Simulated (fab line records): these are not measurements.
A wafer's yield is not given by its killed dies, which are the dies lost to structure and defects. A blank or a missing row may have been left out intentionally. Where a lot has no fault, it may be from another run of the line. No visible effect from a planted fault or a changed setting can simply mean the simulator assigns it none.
The tool behind it: which one?	flow n5Finfet	30 wafers from 10 lots sampled at 6 of the route's 1938 steps

== WHAT THE GAUGES READ, wafer by wafer ==
N5_BEOL_M5_THK_MEAS_53: measures by xrf. Usual: M5_THK typically reads 61.1 nm, with standard deviation 2.1.
lot	measured	on	M5_THK (nm)	flag
L194	day 10 09:14	filmMetro-02	64.0 59.4 61.4	
L197	day 11 03:43	filmMetro-02	63.4 61.2 63.5	
L198	day 11 08:28	filmMetro-01	59.0 56.6 63.1	
L199	day 11 13:02	filmMetro-02	62.6 61.4 59.5	
L200	day 11 13:44	filmMetro-01	61.9 58.0 59.9	
L205	day 13 01:27	filmMetro-02	58.5 58.6 58.7	
L207	day 13 15:37	filmMetro-02	65.3 61.9 63.8	
L213	day 14 19:58	filmMetro-02	63.4 60.4 62.8	
L212	day 14 20:21	filmMetro-01	62.7 59.4 61.4	
L216	day 15 21:48	filmMetro-02	61.7 63.3 61.7	

N5_BEOL_M5_RS_MEAS_57: measures by four-point-probe. Usual: M5_RS typically reads 0.394 ohm/sq, with standard deviation 0.016.
lot	measured	on	M5_RS (ohm/sq)	flag
L194	day 10 09:30	filmMetro-02	0.368 0.404 0.388	
L197	day 11 03:59	filmMetro-02	0.377 0.395 0.375	
L198	day 11 08:44	filmMetro-02	0.408 0.428 0.375	
L199	day 11 13:18	filmMetro-01	0.387 0.395 0.408	
L200	day 11 14:00	filmMetro-01	0.388 0.418 0.405	
L205	day 13 01:43	filmMetro-02	0.416 0.415 0.415	
L207	day 13 15:53	filmMetro-02	0.364 0.388 0.377	
L213	day 14 20:14	filmMetro-02	0.377 0.401 0.385	
L212	day 14 20:37	filmMetro-02	0.382 0.406 0.392	
L216	day 15 22:04	filmMetro-01	0.388 0.377 0.389	

N5_BEOL_M6_INSPECT_13: inspects for defects (brightfield). Usual: rawDefectCount 405, standard deviation 93.
lot	measured	on	rawDefectCount	flag
L194	day 10 12:21	defectInspect-01	363 424 444	
L197	day 11 05:47	defectInspect-01	269 375 389	
L198	day 11 13:37	defectInspect-02	353 427 414	
L199	day 11 15:41	defectInspect-02	557 505 451	
L200	day 11 16:31	defectInspect-02	467 384 522	
L205	day 13 03:39	defectInspect-01	266 266 325	
L207	day 13 17:40	defectInspect-01	362 984 451	
L213	day 14 22:27	defectInspect-01	400 505 444	
L212	day 14 23:07	defectInspect-02	364 362 355	
L216	day 15 23:41	defectInspect-02	415 398 515	

N5_BEOL_M6_INSPECT_30: inspects for defects (brightfield). Usual: rawDefectCount 409, standard deviation 89.
lot	measured	on	rawDefectCount	flag
L194	day 10 14:59	defectInspect-02	386 443 441	
L197	day 11 06:49	defectInspect-01	267 395 413	
L198	day 11 15:34	defectInspect-02	353 431 420	
L199	day 11 17:23	defectInspect-01	524 482 438	
L200	day 11 17:54	defectInspect-02	431 387 535	
L205	day 13 05:37	defectInspect-01	262 260 347	
L207	day 13 18:57	defectInspect-02	395 1006 440	
L213	day 14 23:34	defectInspect-02	426 534 472	
L212	day 15 02:38	defectInspect-02	368 356 343	
L216	day 16 01:46	defectInspect-02	420 409 478	

== WHICH TOOL RAN EACH LOT (tool, then ch and the chambers of the sampled wafers, then the start) ==
lot	N5_BEOL_M6_CURE_74	N5_BEOL_M6_PECVD_70
L194	uvCure-01 ch 1, day 10 09:39	pecvd-04 ch 1,2, day 10 10:12
L197	uvCure-01 ch 2, day 11 04:07	pecvd-02 ch 0,1, day 11 04:40
L198	uvCure-01 ch 1, day 11 08:52	pecvd-02 ch 1,2, day 11 09:25
L199	uvCure-02 ch 0, day 11 13:26	pecvd-04 ch 0,1, day 11 13:59
L200	uvCure-01 ch 2, day 11 14:12	pecvd-04 ch 0,2, day 11 14:40
L205	uvCure-01 ch 0, day 13 02:05	pecvd-02 ch 0,1, day 13 02:57
L207	uvCure-02 ch 0, day 13 16:01	pecvd-02 ch 0,2, day 13 16:34
L213	uvCure-03 ch 0, day 14 20:31	pecvd-04 ch 0,2, day 14 20:55
L212	uvCure-02 ch 0, day 14 21:02	pecvd-04 ch 1,2, day 14 21:30
L216	uvCure-03 ch 2, day 15 22:11	pecvd-01 ch 0,2, day 15 22:44
- N5_BEOL_M6_CURE_74: cures SiCOH lowk, time 240 s.
- N5_BEOL_M6_PECVD_70: deposits SiO2 from TEOS/O2, target thk 20 nm, time 22.7 s.

== AS READ BY THE TOOLS THEMSELVES (means over the sampled wafers that have a number; for cases with no such wafer, the mark the record gives instead) ==
N5_BEOL_M6_CURE_74. Usual: lampPowerPct 52.31 %, standard deviation 0.051; wafer_temp_C_max 386.6, standard deviation 0.58.
lot	tool	lampPowerPct (%)	wafer_temp_C_max	flag
L194	uvCure-01	52.27	387.8	
L197	uvCure-01	52.26	386.3	
L198	uvCure-01	52.26	387.5	
L199	uvCure-02	52.29	386.3	
L200	uvCure-01	52.34	387.0	
L205	uvCure-01	52.31	387.5	
L207	uvCure-02	52.33	386.4	
L213	uvCure-03	52.35	386.8	
L212	uvCure-02	52.30	386.7	
L216	uvCure-03	52.26	387.2	

N5_BEOL_M6_PECVD_70. Usual: heaterPowerW 700 W, standard deviation 69; showerheadPlenumPTorr 8.76 Torr, standard deviation 0.072; throttleValvePct 22.4 %, standard deviation 1.2.
lot	tool	heaterPowerW (W)	showerheadPlenumPTorr (Torr)	throttleValvePct (%)	flag
L194	pecvd-04	634	8.76	22.6	
L197	pecvd-02	789	8.77	24.2	
L198	pecvd-02	754	8.69	22.4	
L199	pecvd-04	675	8.79	22.9	
L200	pecvd-04	731	8.76	22.1	
L205	pecvd-02	736	8.77	24.1	
L207	pecvd-02	683	8.79	23.1	
L213	pecvd-04	732	8.73	22.1	
L212	pecvd-04	678	8.71	22.2	
L216	pecvd-01	692	8.84	21.6	

== THE ANSWER, worked out from the rows above alone ==
Rule: a lot is off if the mean of its wafers that have a number lies more than 3 standard deviations from the usual mean. Also off: a lot with no number at a reading for which 4 or more lots have one. Any other lot the step has rows for is counted as sound. Order of review: gauges by route order, followed by the tools' own readings, for which a lot's mean as printed above is used. The first step at which some lot is off is used, and at that step the reading that is off furthest; a lot without a number counts as furthest.
None of the lots is off at any reading shown; this tells nothing.

== WHAT THE SIMULATOR PUT IN ==
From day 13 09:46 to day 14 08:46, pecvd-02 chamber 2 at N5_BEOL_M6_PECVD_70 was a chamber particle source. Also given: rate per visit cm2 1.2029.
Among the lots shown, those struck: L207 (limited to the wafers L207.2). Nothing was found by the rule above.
